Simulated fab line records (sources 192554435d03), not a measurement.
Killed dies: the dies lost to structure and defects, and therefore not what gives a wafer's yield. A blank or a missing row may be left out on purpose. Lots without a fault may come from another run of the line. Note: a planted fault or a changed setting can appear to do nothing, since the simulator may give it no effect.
Chamber matching || flow n5_finfet || N5_BEOL_M7_ALD_77 on ald_metal-03 has 4 sister chambers
The step deposits TaN, target thk 2 nm, pulse time 2 s, purge time 3 s. 4 wafers are shown with their chamber, then 7 later ones without.

WAFERS, EACH WITH ITS CHAMBER
{"wafer": "L079.2", "chamber": 3, "heater_power_outer_w (W)": 237}
{"wafer": "L084.4", "chamber": 1, "heater_power_outer_w (W)": 197}
{"wafer": "L090.2", "chamber": 0, "heater_power_outer_w (W)": 222}
{"wafer": "L090.4", "chamber": 2, "heater_power_outer_w (W)": 204}

WAFERS WITH NO CHAMBER GIVEN
{"wafer": "L090.6", "heater_power_outer_w (W)": 196}
{"wafer": "L095.2", "heater_power_outer_w (W)": 225}
{"wafer": "L095.5", "heater_power_outer_w (W)": 201}
{"wafer": "L095.6", "heater_power_outer_w (W)": 236}
{"wafer": "L096.2", "heater_power_outer_w (W)": 200}
{"wafer": "L096.4", "heater_power_outer_w (W)": 199}
{"wafer": "L096.5", "heater_power_outer_w (W)": 202}

THE CHAMBER EACH PASSED THROUGH
{"wafer": "L090.6", "from the rows above": 1, "in truth": 1}
{"wafer": "L095.2", "from the rows above": 0, "in truth": 0}
{"wafer": "L095.5", "from the rows above": "can't be placed: 2 or 1", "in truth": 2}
{"wafer": "L095.6", "from the rows above": 3, "in truth": 3}
{"wafer": "L096.2", "from the rows above": "can't be placed: 1 or 2", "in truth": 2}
{"wafer": "L096.4", "from the rows above": "can't be placed: 1 or 2", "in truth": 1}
{"wafer": "L096.5", "from the rows above": "can't be placed: 2 or 1", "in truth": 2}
Correct placement for 3 of the 7. These rows do not allow placing 4 (true chamber among the candidates in 4). Placed wrongly: 0.
How it was worked out, from the rows above alone: a wafer's distance from a chamber is the root of the sum, over the readings, of the square of ((its reading less the chamber's mean) divided by the reading's scatter). The wafer belongs to the nearest chamber; if the next one is less than 2 further off, it can't be placed. Each chamber's mean is taken over the wafers shown for it. The scatter (one wafer shown for each chamber): square how far every hidden wafer sits from the nearest shown wafer, average those squares and take the square root.
